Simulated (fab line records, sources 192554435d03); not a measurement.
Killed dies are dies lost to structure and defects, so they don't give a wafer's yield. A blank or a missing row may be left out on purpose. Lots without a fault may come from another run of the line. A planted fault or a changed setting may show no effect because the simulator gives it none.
A struck lot beside a sound one | flow n5_finfet | 14 steps out of a route of 1938
Sound: wafers L899.1, L899.3, L899.4. Struck: wafer L906.6. (L906.2, L906.3 of the same lot were not struck and are left out.) The cause comes at the end.
At each step with rows: each side's tool, then ch and its chambers, then its first start. Under that, the readings that differ: sound wafers | struck wafers | difference of the means | sigmas: that difference in standard deviations of wafers without a fault.
alike: readings whose means differ by less than 2 such deviations, and words and numbers that are the same on both sides. not compared: withheld readings, readings that some wafer has no value for, bounds like >300 that may hide the same value, and numbers for which the record gives no deviation and whose values overlap.
The two part at a step that has a row with sigmas, a row that says differs or no value, or rows on one side only. Numbers that don't overlap but have no deviation are shown without sigmas and don't part them. A reading that every wafer of one side lacks parts them only if that side has two wafers or more.

first, 10 steps without rows for these wafers: N5_DUMMY_GATE_STRIP_38 (strips in N2/H2); N5_DUMMY_GATE_STRIP_39 (strips in N2/H2); N5_DUMMY_GATE_TRIM_49 (chemistry O2, time 29 s, target cd 14 nm); N5_DUMMY_GATE_STRIP_40 (strips in CF4); N5_DUMMY_GATE_ETCH_31 (etches SiO2 in C4F6/O2, target depth 82.5 nm, time 27.5 s); N5_DUMMY_GATE_STRIP_41 (strips in O2); N5_DUMMY_GATE_HM_OPEN_21 (chemistry CH3F/O2, target SiNx, target depth 120 nm, time 171.4 s); N5_DUMMY_GATE_ETCH_32 (etches SiO2 in CF4, target depth 3.5 nm, time 3.9 s); N5_DUMMY_GATE_ETCH_23 (etches poly-Si in HBr/Cl2/O2, target depth 41 nm, time 22.3 s); N5_DUMMY_GATE_ETCH_44 (etches poly-Si in HBr/O2, stops on SiO2, target depth 127.5 nm).
N5_DUMMY_GATE_ETCH_42: etches SiO2 in CHF3/O2, target depth 3.5 nm, time 31 s.
  sound on rie_diel-05 ch 0,1,2, day 3 08:22; struck on rie_diel-05 ch 0, day 4 22:04
  reading                  | sound             | struck | difference | sigmas
  oes_product_au (a.u.)    | 0.75 0.80 0.95    | 1.35   | +0.52      | +7
  model.etch.depth_nm (nm) | 3.675 3.477 3.614 | 6.178  | +2.589     |
  alike: bias_w, drypump_motor_current_A, rf_fwd_power_W, rf_vpp_V, showerhead_plenum_p_Torr, throttle_valve_pct
  not compared: rf_hours_counter_h
then, 1 step without rows for these wafers: N5_DUMMY_GATE_STRIP_48 (strips in N2/H2, time 20 s).
-- the record jumps here: 5 days lie between the struck wafers' starts before and after (it left off in module DUMMY_GATE and takes up again in module BEOL_M4, whose first step shown is number 1111 of the route) --
N5_BEOL_M4_RC_MEAS_101:
  sound on prober-01 ch 0, day 8 23:37; struck on prober-01 ch 0, day 9 21:23
  alike: DIBL_N, DIBL_P, IOFF_N, IOFF_P, ION_N, ION_P, SS_N, SS_P, VT_N, VT_P
then, 1 step without rows for these wafers: N5_PASSIVATION_PROBE_49.

WHERE THEY PART
Only at N5_DUMMY_GATE_ETCH_42, within this record. Later steps at which nothing parts them and some readings are alike: N5_BEOL_M4_RC_MEAS_101.

WHY: what the simulator had put in
Process parameter drift: rie_diel-05, from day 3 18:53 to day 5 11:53, at N5_DUMMY_GATE_ETCH_42. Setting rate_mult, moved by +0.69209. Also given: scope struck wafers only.
